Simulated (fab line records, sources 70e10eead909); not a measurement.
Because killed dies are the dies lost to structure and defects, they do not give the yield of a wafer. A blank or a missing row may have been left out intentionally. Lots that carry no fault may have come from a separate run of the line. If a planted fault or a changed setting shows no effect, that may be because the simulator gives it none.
Matching of chambers | flow nand-harc | NHARC_A_WL_FILL_ALD_02 on ald-metal-01: 4 sister chambers
The step deposits TiN, target thk 2 nm, pulse time 3 s, ald cycles 100. 8 wafers are shown with their chamber, then 12 later ones without.

EACH WAFER AND ITS CHAMBER
wafer  | chamber | heater-power-w (W) | precursor-pulse-height-rel
L088.2 | 0       | 1137               | 1.002
L090.6 | 1       | 1261               | 0.982
L091.1 | 2       | 1222               | 1.037
L091.2 | 0       | 1161               | 0.993
L091.3 | 3       | 1016               | 0.980
L091.4 | 1       | 1233               | 1.007
L091.5 | 3       | 1049               | 0.967
L091.6 | 2       | 1229               | 1.002

WAFERS WITH NO CHAMBER GIVEN
wafer  | heater-power-w (W) | precursor-pulse-height-rel
L094.1 | 1242               | 1.043
L094.3 | 1052               | 0.983
L094.4 | 1102               | 0.975
L096.2 | 1233               | 1.010
L096.3 | 1074               | 1.013
L096.4 | 1105               | 1.006
L096.1 | 1249               | 0.997
L096.5 | 1123               | 0.968
L096.6 | 1225               | 1.005
L097.1 | 1233               | 1.018
L097.2 | 1070               | 1.023
L097.5 | 1044               | 0.999

WHICH CHAMBER EACH ONE RAN IN
wafer  | from the rows above     | in truth
L094.1 | can't be placed: 2 or 1 | 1
L094.3 | 3                       | 3
L094.4 | can't be placed: 0 or 3 | 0
L096.2 | can't be placed: 2 or 1 | 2
L096.3 | can't be placed: 3 or 0 | 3
L096.4 | 0                       | 0
L096.1 | can't be placed: 1 or 2 | 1
L096.5 | 0                       | 0
L096.6 | can't be placed: 2 or 1 | 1
L097.1 | can't be placed: 2 or 1 | 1
L097.2 | can't be placed: 3 or 0 | 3
L097.5 | 3                       | 3
Placed correctly: 4 of 12. Can't be placed from these rows: 8 (the true chamber is among the candidates in 8). 0 placed wrongly.
How it was worked out, from the rows above alone: a wafer's distance from a chamber is the root of the sum, over the readings, of the square of ((its reading less the chamber's mean) divided by the reading's scatter). The wafer belongs to the nearest chamber; if the next one is less than 2 further off, it can't be placed. A chamber's mean is the mean of its shown wafers. The scatter: take each reading less its chamber's mean, square it, sum over the shown wafers, divide by the number of wafers less the number of chambers, and take the root.
